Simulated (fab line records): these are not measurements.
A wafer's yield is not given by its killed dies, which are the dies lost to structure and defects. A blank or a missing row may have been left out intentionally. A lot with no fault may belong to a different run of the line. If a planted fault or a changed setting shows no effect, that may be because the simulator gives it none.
fab line records ; flow n5_finfet
record: lots: 24; wafers: 72; last_day: 18
route steps=1938 shown BEOL_M2@842
lots that met no fault: from a run of the same line without faults
start_h: hours from the record's opening day to when the first of the lot's shown wafers began ; wait_h: how many hours have passed since the lot's step before this one ; " same as the row above ; L1.1+2: several wafers, shown together as one row ; - no value present, or no start provided ; * or withheld: withheld ; < > ~ a bound
route shown NAME@n: names a module that has steps shown in the file, with the first one's number in the route ; usual: mean/standard deviation taken from wafers without a fault ; same: alike in all rows ; chamber/n: place in a boat ; sites: per-site readings ; _std_site: the values' standard deviation ; _edge_site: outer sites' mean less inner sites' ; radius_mm: for every site, how far away it sits from the centre of the wafer ; mask NAME#n: copy n ; behind: the tool/chamber that last shaped the wafer ; hold: cause of the lot's hold/its duration in hours/its outcome ; device: the transistor (n, p or np) that didn't switch ; end of line: tests run on the same wafers once the route is complete ; a step given without rows: its recipe and nothing more ; killed: dies lost to structure and defects at the first sort, not the wafer's yield ; map: the dies of a wafer, with x for killed, . for not killed, _ for no die there
set.NAME: the setting the step ran with; set.NAME@STEP: the setting that earlier step ran with ; model.NAME: the simulator's own value behind a step, which no gauge read
a sample of lots followed through the steps of the route, with each step as a table and each wafer as a row
services: from which hour (start_h, from the record's first day; less than 0 if before it) a tool's chamber was out of use, for how many hours, and why
== steps ==
step: N5_BEOL_M2_THK_MEAS_01
recipe: reads: SiOC_of_BEOL_M2_ILD_DEP_00
usual: M2_ILD_THK: 79.1/1
lot.wafer;tool;chamber;start_h;wait_h;M2_ILD_THK[nm]
L074.1;film_metro-02;-;139.43;0.0;79.3
L074.3;film_metro-02;-;139.43;0.0;79.3
L074.5;film_metro-02;-;139.43;0.0;79.8
L075.3;film_metro-02;-;140.31;0.1;78.8
L075.4;film_metro-02;-;140.31;0.1;79.8
L075.5;film_metro-02;-;140.31;0.1;79.1
L076.1;film_metro-01;-;146.25;0.0;77.0
L076.2;film_metro-01;-;146.25;0.0;77.8
L076.4;film_metro-01;-;146.25;0.0;79.3
L077.2;film_metro-02;-;152.27;0.1;77.2
L077.4;film_metro-02;-;152.27;0.1;78.1
L077.5;film_metro-02;-;152.27;0.1;79.9
L078.3;film_metro-01;-;152.85;0.1;80.7
L078.5;film_metro-01;-;152.85;0.1;79.9
L078.6;film_metro-01;-;152.85;0.1;79.8
L079.2;film_metro-01;-;161.87;0.1;79.3
L079.3;film_metro-01;-;161.87;0.1;79.6
L079.4;film_metro-01;-;161.87;0.1;79.5
L080.1;film_metro-02;-;168.48;0.0;79.3
L080.2;film_metro-02;-;168.48;0.0;77.9
L080.4;film_metro-02;-;168.48;0.0;80.5
L082.1;film_metro-01;-;190.35;0.0;78.9
L082.4;film_metro-01;-;190.35;0.0;79.8
L082.6;film_metro-01;-;190.35;0.0;78.1
L081.1;film_metro-02;-;192.23;0.0;78.1
L081.3;film_metro-02;-;192.23;0.0;76.0
L081.4;film_metro-02;-;192.23;0.0;78.2
L083.3;film_metro-02;-;194.95;0.1;78.5
L083.4;film_metro-02;-;194.95;0.1;80.6
L083.5;film_metro-02;-;194.95;0.1;78.9
L084.2;film_metro-02;-;199.26;0.1;79.4
L084.3;film_metro-02;-;199.26;0.1;77.6
L084.6;film_metro-02;-;199.26;0.1;79.8
L085.2;film_metro-02;-;199.81;0.1;78.3
L085.5;film_metro-02;-;199.81;0.1;80.4
L085.6;film_metro-02;-;199.81;0.1;78.6
L087.3;film_metro-02;-;207.53;0.1;77.9
L087.4;film_metro-02;-;207.53;0.1;80.6
L087.6;film_metro-02;-;207.53;0.1;80.4
L086.1;film_metro-02;-;208.27;0.0;77.5
L086.2;film_metro-02;-;208.27;0.0;79.0
L086.6;film_metro-02;-;208.27;0.0;79.4
L088.1;film_metro-02;-;221.92;0.0;78.3
L088.3;film_metro-02;-;221.92;0.0;77.5
L088.4;film_metro-02;-;221.92;0.0;79.5
L089.2;film_metro-02;-;230.01;0.1;76.8
L089.3;film_metro-02;-;230.01;0.1;78.3
L089.4;film_metro-02;-;230.01;0.1;78.6
L090.3;film_metro-02;-;233.36;0.1;78.5
L090.4;film_metro-02;-;233.36;0.1;80.1
L090.6;film_metro-02;-;233.36;0.1;79.4
L092.3;film_metro-02;-;243.12;0.1;77.4
L092.4;film_metro-02;-;243.12;0.1;79.8
L092.5;film_metro-02;-;243.12;0.1;78.9
L091.1;film_metro-02;-;243.42;0.1;78.4
L091.2;film_metro-02;-;243.42;0.1;78.6
L091.6;film_metro-02;-;243.42;0.1;80.2
L093.4;film_metro-01;-;246.24;0.0;80.1
L093.5;film_metro-01;-;246.24;0.0;80.5
L093.6;film_metro-01;-;246.24;0.0;79.8
L095.1;film_metro-01;-;264.16;0.0;79.1
L095.4;film_metro-01;-;264.16;0.0;79.3
L095.6;film_metro-01;-;264.16;0.0;79.5
L094.2;film_metro-01;-;264.21;0.1;79.7
L094.5;film_metro-01;-;264.21;0.1;80.8
L094.6;film_metro-01;-;264.21;0.1;80.8
L097.2;film_metro-01;-;266.06;0.1;78.8
L097.4;film_metro-01;-;266.06;0.1;79.5
L097.6;film_metro-01;-;266.06;0.1;79.1
L096.1;film_metro-02;-;266.07;0.0;78.8
L096.2;film_metro-02;-;266.07;0.0;79.7
L096.4;film_metro-02;-;266.07;0.0;80.7
step: N5_BEOL_M2_CD_MEAS_11
recipe: target_cd_nm: 16.79; landing_energy_ev: 500; detector: se_inlens; polarity: opening
usual: cd_nm: 16.65/0.24
lot.wafer;tool;chamber;start_h;wait_h;cd_nm
L074.1;cd_sem-03;0;142.00;-;16.76
L074.3;cd_sem-03;0;142.00;-;16.86
L074.5;cd_sem-03;0;142.00;-;16.61
L075.3;cd_sem-01;0;142.47;-;16.75
L075.4;cd_sem-01;0;142.47;-;16.78
L075.5;cd_sem-01;0;142.47;-;16.80
L076.1;cd_sem-02;0;148.54;-;16.71
L076.2;cd_sem-02;0;148.54;-;16.64
L076.4;cd_sem-02;0;148.54;-;16.74
L077.2;cd_sem-03;0;155.48;-;16.57
L077.4;cd_sem-03;0;155.48;-;16.38
L077.5;cd_sem-03;0;155.48;-;16.79
L078.3;cd_sem-03;0;156.26;-;16.59
L078.5;cd_sem-03;0;156.26;-;16.72
L078.6;cd_sem-03;0;156.26;-;17.24
L079.2;cd_sem-02;0;163.46;-;16.17
L079.3;cd_sem-02;0;163.46;-;16.60
L079.4;cd_sem-02;0;163.46;-;16.10
L080.1;cd_sem-01;0;169.09;-;16.41
L080.2;cd_sem-01;0;169.09;-;16.69
L080.4;cd_sem-01;0;169.09;-;16.73
L082.1;cd_sem-03;0;191.32;-;16.30
L082.4;cd_sem-03;0;191.32;-;16.70
L082.6;cd_sem-03;0;191.32;-;16.58
L081.1;cd_sem-02;0;194.49;-;16.84
L081.3;cd_sem-02;0;194.49;-;16.92
L081.4;cd_sem-02;0;194.49;-;16.77
L083.3;cd_sem-02;0;195.80;-;16.58
L083.4;cd_sem-02;0;195.80;-;16.60
L083.5;cd_sem-02;0;195.80;-;17.08
L084.2;cd_sem-01;0;201.69;-;16.65
L084.3;cd_sem-01;0;201.69;-;16.70
L084.6;cd_sem-01;0;201.69;-;16.52
L085.2;cd_sem-01;0;201.77;-;16.79
L085.5;cd_sem-01;0;201.77;-;16.85
L085.6;cd_sem-01;0;201.77;-;17.08
L087.3;cd_sem-01;0;208.88;-;16.67
L087.4;cd_sem-01;0;208.88;-;16.42
L087.6;cd_sem-01;0;208.88;-;16.56
L086.1;cd_sem-01;0;209.35;-;16.49
L086.2;cd_sem-01;0;209.35;-;16.53
L086.6;cd_sem-01;0;209.35;-;16.57
L088.1;cd_sem-03;0;224.03;-;16.51
L088.3;cd_sem-03;0;224.03;-;16.66
L088.4;cd_sem-03;0;224.03;-;16.40
L089.2;cd_sem-01;0;231.47;-;16.65
L089.3;cd_sem-01;0;231.47;-;16.52
L089.4;cd_sem-01;0;231.47;-;16.98
L090.3;cd_sem-03;0;236.00;-;16.67
L090.4;cd_sem-03;0;236.00;-;16.65
L090.6;cd_sem-03;0;236.00;-;16.96
L092.3;cd_sem-02;0;245.37;-;16.23
L092.4;cd_sem-02;0;245.37;-;16.37
L092.5;cd_sem-02;0;245.37;-;16.58
L091.1;cd_sem-02;0;245.41;-;16.61
L091.2;cd_sem-02;0;245.41;-;16.99
L091.6;cd_sem-02;0;245.41;-;16.54
L093.4;cd_sem-03;0;247.09;-;16.63
L093.5;cd_sem-03;0;247.09;-;16.94
L093.6;cd_sem-03;0;247.09;-;16.69
L095.1;cd_sem-01;0;266.78;-;16.46
L095.4;cd_sem-01;0;266.78;-;16.50
L095.6;cd_sem-01;0;266.78;-;16.60
L094.2;cd_sem-02;0;266.96;-;16.68
L094.5;cd_sem-02;0;266.96;-;16.60
L094.6;cd_sem-02;0;266.96;-;16.59
L097.2;cd_sem-03;0;267.33;-;16.48
L097.4;cd_sem-03;0;267.33;-;16.51
L097.6;cd_sem-03;0;267.33;-;17.09
L096.1;cd_sem-01;0;267.37;-;17.20
L096.2;cd_sem-01;0;267.37;-;16.88
L096.4;cd_sem-01;0;267.37;-;16.35
step: N5_BEOL_M2_OVL_MEAS_12
recipe: points_per_wafer: 522
usual: M2_OVL: 0.3/0.62
lot.wafer;tool;chamber;start_h;wait_h;M2_OVL[nm]
L074.1;overlay-01;0;142.03;0.0;0.2
L074.3;overlay-01;0;142.03;0.0;0.6
L074.5;overlay-01;0;142.03;0.0;0.8
L075.3;overlay-01;0;142.51;0.0;1.0
L075.4;overlay-01;0;142.51;0.0;1.5
L075.5;overlay-01;0;142.51;0.0;1.1
L076.1;overlay-02;0;148.57;0.0;-0.5
L076.2;overlay-02;0;148.57;0.0;-0.3
L076.4;overlay-02;0;148.57;0.0;0.4
L077.2;overlay-01;0;155.51;0.0;1.3
L077.4;overlay-01;0;155.51;0.0;0.3
L077.5;overlay-01;0;155.51;0.0;-0.8
L078.3;overlay-01;0;156.30;0.0;-0.5
L078.5;overlay-01;0;156.30;0.0;0.6
L078.6;overlay-01;0;156.30;0.0;0.2
L079.2;overlay-01;0;163.50;0.0;0.3
L079.3;overlay-01;0;163.50;0.0;0.9
L079.4;overlay-01;0;163.50;0.0;0.8
L080.1;overlay-02;0;169.12;0.0;0.1
L080.2;overlay-02;0;169.12;0.0;-0.3
L080.4;overlay-02;0;169.12;0.0;0.1
L082.1;overlay-02;0;191.35;0.0;1.2
L082.4;overlay-02;0;191.35;0.0;0.8
L082.6;overlay-02;0;191.35;0.0;0.6
L081.1;overlay-01;0;194.52;0.0;0.4
L081.3;overlay-01;0;194.52;0.0;0.5
L081.4;overlay-01;0;194.52;0.0;0.1
L083.3;overlay-01;0;195.84;0.0;-0.7
L083.4;overlay-01;0;195.84;0.0;0.5
L083.5;overlay-01;0;195.84;0.0;0.0
L084.2;overlay-02;0;201.73;0.0;0.9
L084.3;overlay-02;0;201.73;0.0;0.8
L084.6;overlay-02;0;201.73;0.0;1.5
L085.2;overlay-02;0;201.81;0.0;-0.4
L085.5;overlay-02;0;201.81;0.0;0.9
L085.6;overlay-02;0;201.81;0.0;0.6
L087.3;overlay-02;0;208.92;0.0;1.0
L087.4;overlay-02;0;208.92;0.0;-0.3
L087.6;overlay-02;0;208.92;0.0;0.9
L086.1;overlay-02;0;209.38;0.0;0.8
L086.2;overlay-02;0;209.38;0.0;1.5
L086.6;overlay-02;0;209.38;0.0;0.6
L088.1;overlay-02;0;224.06;0.0;-0.1
L088.3;overlay-02;0;224.06;0.0;-0.3
L088.4;overlay-02;0;224.06;0.0;-0.7
L089.2;overlay-01;0;231.50;0.0;0.5
L089.3;overlay-01;0;231.50;0.0;0.5
L089.4;overlay-01;0;231.50;0.0;0.2
L090.3;overlay-01;0;236.04;0.0;-0.5
L090.4;overlay-01;0;236.04;0.0;-0.3
L090.6;overlay-01;0;236.04;0.0;-0.1
L092.3;overlay-01;0;245.41;0.0;0.8
L092.4;overlay-01;0;245.41;0.0;0.8
L092.5;overlay-01;0;245.41;0.0;1.0
L091.1;overlay-02;0;245.44;0.0;0.9
L091.2;overlay-02;0;245.44;0.0;1.1
L091.6;overlay-02;0;245.44;0.0;1.4
L093.4;overlay-02;0;247.13;0.0;-1.1
L093.5;overlay-02;0;247.13;0.0;-0.9
L093.6;overlay-02;0;247.13;0.0;-0.8
L095.1;overlay-02;0;266.81;0.0;0.2
L095.4;overlay-02;0;266.81;0.0;-0.5
L095.6;overlay-02;0;266.81;0.0;-0.1
L094.2;overlay-02;0;267.00;0.0;-0.3
L094.5;overlay-02;0;267.00;0.0;-0.3
L094.6;overlay-02;0;267.00;0.0;0.9
L097.2;overlay-02;0;267.37;0.0;0.3
L097.4;overlay-02;0;267.37;0.0;1.0
L097.6;overlay-02;0;267.37;0.0;0.2
L096.1;overlay-01;0;267.41;0.0;0.1
L096.2;overlay-01;0;267.41;0.0;0.2
L096.4;overlay-01;0;267.41;0.0;-0.6
step: N5_BEOL_M2_ETCHBACK_99
recipe: chemistry: CHF3; target: SiO2; target_depth_a: 50; time_s: 10.4; source_w: 215; bias_w: 47; Ar_flow_sccm: 200; CHF3_flow_sccm: 12; ion_energy_ev: 100; pressure_mtorr: 30
usual: drypump_motor_current_A: 5.5/0.46; oes_product_au: 0.78/0.09; rf_vpp_V: 241/4.6; showerhead_plenum_p_Torr: 2.13/0.079; throttle_valve_pct: 17.08/0.2
lot.wafer;tool;chamber;start_h;wait_h;drypump_motor_current_A;oes_product_au;rf_hours_counter_h;rf_vpp_V;showerhead_plenum_p_Torr;throttle_valve_pct
L074.1;rie_diel-01;2;144.23;0.5;5.0;0.68;243;235;2.02;17.38
L074.3;rie_diel-01;3;144.23;0.5;5.9;0.79;112;247;2.16;17.14
L074.5;rie_diel-01;2;144.23;0.5;5.0;0.68;-;236;2.02;17.35
L075.3;rie_diel-01;3;144.69;0.8;5.9;0.78;112;245;2.16;17.13
L075.4;rie_diel-01;0;144.69;0.8;5.7;0.83;72;240;2.09;16.77
L075.5;rie_diel-01;1;144.69;0.8;5.1;0.71;-;239;2.05;17.32
L076.1;rie_diel-04;0;151.06;0.8;5.5;0.69;241;232;2.21;17.13
L076.2;rie_diel-04;3;151.06;0.8;5.4;0.67;245;244;2.21;17.22
L076.4;rie_diel-04;1;151.06;0.8;6.2;0.71;173;241;2.15;17.17
L077.2;rie_diel-01;3;157.42;0.5;5.9;0.77;119;248;2.15;17.16
L077.4;rie_diel-01;3;157.42;0.5;5.9;0.78;-;247;2.15;17.13
L077.5;rie_diel-01;0;157.42;0.5;5.7;0.83;-;237;2.08;16.80
L078.3;rie_diel-01;0;160.59;2.1;5.7;0.82;79;237;2.08;16.78
L078.5;rie_diel-01;3;160.59;2.1;5.9;0.77;-;247;2.15;17.15
L078.6;rie_diel-01;1;160.59;2.1;5.1;0.72;-;238;2.05;17.32
L079.2;rie_diel-01;1;167.12;1.1;5.1;0.71;216;238;2.05;17.33
L079.3;rie_diel-01;3;167.12;1.1;5.9;0.76;123;247;2.15;17.15
L079.4;rie_diel-01;1;167.12;1.1;5.1;0.71;-;238;2.05;17.32
L080.1;rie_diel-04;0;172.12;1.5;5.5;0.68;250;233;2.21;17.15
L080.2;rie_diel-04;2;172.12;1.5;5.7;0.80;104;247;2.08;17.01
L080.4;rie_diel-04;1;172.12;1.5;6.2;0.71;-;242;2.14;17.16
L082.1;rie_diel-01;0;194.35;1.6;5.7;0.81;93;238;2.08;16.81
L082.4;rie_diel-01;2;194.35;1.6;5.0;0.97;4;239;2.28;16.91
L082.6;rie_diel-01;1;194.35;1.6;5.1;0.70;-;237;2.05;17.32
L081.1;rie_diel-01;1;197.52;0.4;5.1;0.71;226;238;2.05;17.34
L081.3;rie_diel-01;3;197.52;0.4;5.9;0.76;133;247;2.15;17.16
L081.4;rie_diel-01;2;197.52;0.4;5.0;0.98;5;239;2.28;16.89
L083.3;rie_diel-03;2;197.59;0.4;6.2;0.71;187;243;2.16;17.25
L083.4;rie_diel-03;1;197.59;0.4;6.3;0.72;188;242;2.05;16.93
L083.5;rie_diel-03;0;197.59;0.4;5.1;0.86;-;250;2.29;16.95
L084.2;rie_diel-01;1;208.40;4.8;5.1;0.70;229;237;2.05;17.35
L084.3;rie_diel-01;3;208.40;4.8;5.9;0.76;137;246;2.15;17.17
L084.6;rie_diel-01;1;208.40;4.8;5.1;0.71;-;238;2.05;17.34
L085.2;rie_diel-04;3;213.40;9.7;5.4;0.99;5;242;2.21;16.81
L085.5;rie_diel-04;3;213.40;9.7;5.4;0.99;-;241;2.21;16.81
L085.6;rie_diel-04;2;213.40;9.7;5.7;0.80;-;249;2.08;17.04
L087.3;rie_diel-01;0;213.70;3.5;5.7;0.80;100;237;2.08;16.82
L087.4;rie_diel-01;3;213.70;3.5;5.9;0.75;140;248;2.15;17.18
L087.6;rie_diel-01;3;213.70;3.5;5.9;0.75;-;247;2.15;17.18
L086.1;rie_diel-04;3;216.57;5.8;5.4;1.00;8;241;2.21;16.84
L086.2;rie_diel-04;2;216.57;5.8;5.7;0.79;123;247;2.08;17.03
L086.6;rie_diel-04;3;216.57;5.8;5.4;0.98;-;242;2.21;16.82
L088.1;rie_diel-03;1;226.54;0.1;6.3;0.72;198;243;2.04;16.94
L088.3;rie_diel-03;3;226.54;0.1;4.8;0.76;133;237;2.15;17.25
L088.4;rie_diel-03;2;226.54;0.1;6.2;0.71;197;245;2.15;17.23
L089.2;rie_diel-01;1;238.50;5.7;5.1;0.70;241;237;2.04;17.36
L089.3;rie_diel-01;2;238.50;5.7;5.0;0.94;21;239;2.27;16.93
L089.4;rie_diel-01;3;238.50;5.7;5.9;0.76;149;246;2.14;17.19
L090.3;rie_diel-04;3;251.92;14.7;5.4;0.93;23;240;2.20;16.83
L090.4;rie_diel-04;0;251.92;14.7;5.5;0.95;-;233;2.21;16.72
L090.6;rie_diel-04;3;251.92;14.7;5.4;0.94;-;241;2.20;16.85
L091.1;rie_diel-01;3;253.91;6.0;5.9;0.74;155;246;2.14;17.22
L091.2;rie_diel-01;0;253.91;6.0;5.7;0.78;117;238;2.07;16.86
L091.6;rie_diel-01;3;253.91;6.0;5.9;0.75;-;248;2.14;17.21
L093.4;rie_diel-01;0;254.77;6.3;5.7;0.78;117;238;2.07;16.85
L093.5;rie_diel-01;1;254.77;6.3;5.1;0.69;-;239;2.04;17.40
L093.6;rie_diel-01;0;254.77;6.3;5.7;0.79;-;239;2.07;16.87
L092.3;rie_diel-03;1;262.06;14.3;6.3;0.73;208;243;2.04;16.97
L092.4;rie_diel-03;3;262.06;14.3;4.9;0.75;143;237;2.15;17.25
L092.5;rie_diel-03;0;262.06;14.3;5.0;0.85;-;250;2.28;16.98
L095.1;rie_diel-03;3;270.76;2.6;4.8;0.75;145;237;2.15;17.27
L095.4;rie_diel-03;1;270.76;2.6;6.3;0.72;212;244;2.04;16.96
L095.6;rie_diel-03;2;270.76;2.6;6.2;0.71;-;244;2.15;17.26
L094.2;rie_diel-03;2;271.28;2.4;6.2;0.70;209;243;2.15;17.26
L094.5;rie_diel-03;1;271.28;2.4;6.4;0.71;-;242;2.04;16.99
L094.6;rie_diel-03;3;271.28;2.4;4.8;0.74;-;237;2.15;17.26
L097.2;rie_diel-04;1;271.63;2.7;6.2;0.69;216;243;2.13;17.26
L097.4;rie_diel-04;2;271.63;2.7;5.7;0.78;144;249;2.07;17.09
L097.6;rie_diel-04;3;271.63;2.7;5.4;0.93;-;242;2.20;16.86
L096.1;rie_diel-01;3;274.05;5.0;5.9;0.72;162;246;2.14;17.22
L096.2;rie_diel-01;1;274.05;5.0;5.1;0.99;1;241;2.31;16.92
L096.4;rie_diel-01;2;274.05;5.0;5.0;0.90;34;239;2.27;16.95
step: N5_BEOL_M2_ALD_84
recipe: material: TaN; target_thk_a: *; temp_c: 275; ald_precursor_family: PDMAT; ald_co_reactant: NH3; pressure_torr: 3; carrier_flow_sccm: 1500; pulse_time_s: 2; purge_time_s: 3; co_reactant_purge_time_s: 2; co_reactant_pulse_time_s: 3; ald_cycles: 30; precursor_vessel_temp_c: 75; precursor_vessel_pressure_torr: 26.25; precursor_vessel_carrier_sccm: 1000
usual: heater_power_w: 435/36
same: pulse_time_s: 2
lot.wafer;tool;chamber;start_h;wait_h;heater_power_w
L074.1;ald_metal-03;1;145.41;0.2;449
L074.3;ald_metal-03;0;145.41;0.2;395
L074.5;ald_metal-03;2;145.41;0.2;398
L075.3;ald_metal-01;2;145.67;0.0;389
L075.4;ald_metal-01;1;145.67;0.0;419
L075.5;ald_metal-01;2;145.67;0.0;381
L076.1;ald_metal-04;1;151.94;0.0;456
L076.2;ald_metal-04;0;151.94;0.0;435
L076.4;ald_metal-04;3;151.94;0.0;527
L077.2;ald_metal-03;2;158.78;0.0;412
L077.4;ald_metal-03;1;158.78;0.0;446
L077.5;ald_metal-03;1;158.78;0.0;443
L078.3;ald_metal-03;0;161.48;0.0;392
L078.5;ald_metal-03;2;161.48;0.0;395
L078.6;ald_metal-03;1;161.48;0.0;468
L079.2;ald_metal-01;2;168.24;0.1;395
L079.3;ald_metal-01;0;168.24;0.1;425
L079.4;ald_metal-01;0;168.24;0.1;430
L080.1;ald_metal-01;0;173.83;0.0;429
L080.2;ald_metal-01;2;173.83;0.0;391
L080.4;ald_metal-01;3;173.83;0.0;419
L082.1;ald_metal-04;0;195.25;0.0;435
L082.4;ald_metal-04;3;195.25;0.0;504
L082.6;ald_metal-04;0;195.25;0.0;433
L081.1;ald_metal-03;0;198.29;0.0;387
L081.3;ald_metal-03;1;198.29;0.0;450
L081.4;ald_metal-03;3;198.29;0.0;481
L083.3;ald_metal-04;1;198.35;0.0;448
L083.4;ald_metal-04;2;198.35;0.0;442
L083.5;ald_metal-04;0;198.35;0.0;433
L084.2;ald_metal-04;3;209.31;0.0;508
L084.3;ald_metal-04;2;209.31;0.0;451
L084.6;ald_metal-04;2;209.31;0.0;452
L085.2;ald_metal-03;3;214.32;0.0;469
L085.5;ald_metal-03;3;214.32;0.0;478
L085.6;ald_metal-03;2;214.32;0.0;402
L087.3;ald_metal-04;0;214.41;0.1;433
L087.4;ald_metal-04;2;214.41;0.1;452
L087.6;ald_metal-04;3;214.41;0.1;519
L086.1;ald_metal-03;0;217.37;0.1;395
L086.2;ald_metal-03;2;217.37;0.1;395
L086.6;ald_metal-03;1;217.37;0.1;451
L088.1;ald_metal-03;0;227.31;0.0;394
L088.3;ald_metal-03;1;227.31;0.0;460
L088.4;ald_metal-03;2;227.31;0.0;388
L089.2;ald_metal-03;1;239.72;0.2;464
L089.3;ald_metal-03;2;239.72;0.2;395
L089.4;ald_metal-03;0;239.72;0.2;403
L090.3;ald_metal-04;3;253.03;0.2;512
L090.4;ald_metal-04;1;253.03;0.2;454
L090.6;ald_metal-04;0;253.03;0.2;440
L091.1;ald_metal-01;0;255.29;0.1;435
L091.2;ald_metal-01;3;255.29;0.1;405
L091.6;ald_metal-01;3;255.29;0.1;412
L093.4;ald_metal-04;0;255.71;0.1;429
L093.5;ald_metal-04;1;255.71;0.1;462
L093.6;ald_metal-04;0;255.71;0.1;431
L092.3;ald_metal-01;0;263.12;0.1;428
L092.4;ald_metal-01;2;263.12;0.1;389
L092.5;ald_metal-01;0;263.12;0.1;422
L095.1;ald_metal-01;0;271.68;0.0;426
L095.4;ald_metal-01;2;271.68;0.0;384
L095.6;ald_metal-01;1;271.68;0.0;414
L094.2;ald_metal-04;0;272.06;0.0;436
L094.5;ald_metal-04;1;272.06;0.0;459
L094.6;ald_metal-04;2;272.06;0.0;450
L097.2;ald_metal-01;2;272.79;0.0;385
L097.4;ald_metal-01;3;272.79;0.0;408
L097.6;ald_metal-01;2;272.79;0.0;373
L096.1;ald_metal-03;2;274.93;0.0;397
L096.2;ald_metal-03;1;274.93;0.0;454
L096.4;ald_metal-03;1;274.93;0.0;458
step: N5_BEOL_M2_ANNEAL_80
recipe: temp_c: 400; time_s: 240; ambient: vacuum
usual: heater_power_w: 851/77
lot.wafer;tool;chamber;start_h;wait_h;heater_power_w
L074.1;pvd_sputter-03;-;146.27;0.0;980
L074.3;pvd_sputter-03;-;146.27;0.0;871
L074.5;pvd_sputter-03;-;146.27;0.0;908
L075.3;pvd_sputter-01;-;146.69;0.0;980
L075.4;pvd_sputter-01;-;146.69;0.0;797
L075.5;pvd_sputter-01;-;146.69;0.0;741
L076.1;pvd_sputter-03;-;152.75;0.0;939
L076.2;pvd_sputter-03;-;152.75;0.0;888
L076.4;pvd_sputter-03;-;152.75;0.0;729
L077.2;pvd_sputter-01;-;159.72;0.0;753
L077.4;pvd_sputter-01;-;159.72;0.0;810
L077.5;pvd_sputter-01;-;159.72;0.0;817
L078.3;pvd_sputter-01;-;162.34;0.0;752
L078.5;pvd_sputter-01;-;162.34;0.0;970
L078.6;pvd_sputter-01;-;162.34;0.0;815
L079.2;pvd_sputter-02;-;169.26;0.0;906
L079.3;pvd_sputter-02;-;169.26;0.0;847
L079.4;pvd_sputter-02;-;169.26;0.0;836
L080.1;pvd_sputter-01;-;174.99;0.0;805
L080.2;pvd_sputter-01;-;174.99;0.0;973
L080.4;pvd_sputter-01;-;174.99;0.0;773
L082.1;pvd_sputter-03;-;196.07;0.0;755
L082.4;pvd_sputter-03;-;196.07;0.0;885
L082.6;pvd_sputter-03;-;196.07;0.0;914
L081.1;pvd_sputter-01;-;199.09;0.0;794
L081.3;pvd_sputter-01;-;199.09;0.0;743
L081.4;pvd_sputter-01;-;199.09;0.0;968
L083.3;pvd_sputter-02;-;199.22;0.0;851
L083.4;pvd_sputter-02;-;199.22;0.0;834
L083.5;pvd_sputter-02;-;199.22;0.0;852
L084.2;pvd_sputter-02;-;210.11;0.0;910
L084.3;pvd_sputter-02;-;210.11;0.0;826
L084.6;pvd_sputter-02;-;210.11;0.0;836
L085.2;pvd_sputter-01;-;215.09;0.0;763
L085.5;pvd_sputter-01;-;215.09;0.0;983
L085.6;pvd_sputter-01;-;215.09;0.0;760
L087.3;pvd_sputter-03;-;215.29;0.0;723
L087.4;pvd_sputter-03;-;215.29;0.0;879
L087.6;pvd_sputter-03;-;215.29;0.0;926
L086.1;pvd_sputter-03;-;218.52;0.0;987
L086.2;pvd_sputter-03;-;218.52;0.0;921
L086.6;pvd_sputter-03;-;218.52;0.0;735
L088.1;pvd_sputter-03;-;228.27;0.0;969
L088.3;pvd_sputter-03;-;228.27;0.0;888
L088.4;pvd_sputter-03;-;228.27;0.0;733
L089.2;pvd_sputter-02;-;241.21;0.1;894
L089.3;pvd_sputter-02;-;241.21;0.1;850
L089.4;pvd_sputter-02;-;241.21;0.1;842
L090.3;pvd_sputter-02;-;253.91;0.0;850
L090.4;pvd_sputter-02;-;253.91;0.0;836
L090.6;pvd_sputter-02;-;253.91;0.0;845
L091.1;pvd_sputter-01;-;256.22;0.0;975
L091.2;pvd_sputter-01;-;256.22;0.0;820
L091.6;pvd_sputter-01;-;256.22;0.0;796
L093.4;pvd_sputter-02;-;258.24;0.0;882
L093.5;pvd_sputter-02;-;258.24;0.0;851
L093.6;pvd_sputter-02;-;258.24;0.0;831
L092.3;pvd_sputter-02;-;264.10;0.0;860
L092.4;pvd_sputter-02;-;264.10;0.0;847
L092.5;pvd_sputter-02;-;264.10;0.0;837
L095.1;pvd_sputter-02;-;272.50;0.0;874
L095.4;pvd_sputter-02;-;272.50;0.0;905
L095.6;pvd_sputter-02;-;272.50;0.0;847
L094.2;pvd_sputter-03;-;273.15;0.0;965
L094.5;pvd_sputter-03;-;273.15;0.0;938
L094.6;pvd_sputter-03;-;273.15;0.0;905
L097.2;pvd_sputter-01;-;273.76;0.0;981
L097.4;pvd_sputter-01;-;273.76;0.0;756
L097.6;pvd_sputter-01;-;273.76;0.0;796
L096.1;pvd_sputter-01;-;275.82;0.0;754
L096.2;pvd_sputter-01;-;275.82;0.0;738
L096.4;pvd_sputter-01;-;275.82;0.0;985
== services ==
tool;chamber;start_h;hours;kind
pvd_sputter-02;-;126.69;1.7;repair
rie_diel-03;3;138.36;7.2;repair
pvd_sputter-02;-;139.18;2.4;repair
ald_metal-01;3;156.51;-;calibration
rie_diel-01;2;158.25;-;clean
rie_diel-01;2;158.25;-;consumable_replace:focus_ring
rie_diel-01;2;158.25;-;consumable_replace:showerhead
rie_diel-01;2;158.25;18.8;scheduled_down
rie_diel-01;2;158.25;18.8;vent_cycle
ald_metal-04;-;159.33;14.6;pm
ald_metal-01;3;165.54;3.3;repair
rie_diel-04;3;166.36;-;clean
pvd_sputter-02;-;172.16;13.8;repair
rie_diel-01;2;182.58;1.8;repair
ald_metal-01;0;186.90;23.9;repair
ald_metal-01;-;199.59;4.3;pm
ald_metal-01;-;233.12;14.6;pm
rie_diel-04;1;244.41;8.5;repair
rie_diel-03;-;245.05;0.2;repair
rie_diel-01;1;257.18;-;clean
rie_diel-01;1;257.18;-;consumable_replace:focus_ring
rie_diel-01;1;257.18;-;consumable_replace:showerhead
ald_metal-03;3;271.86;99.1;repair
ald_metal-03;0;273.11;3.8;repair
== key ==
fault none
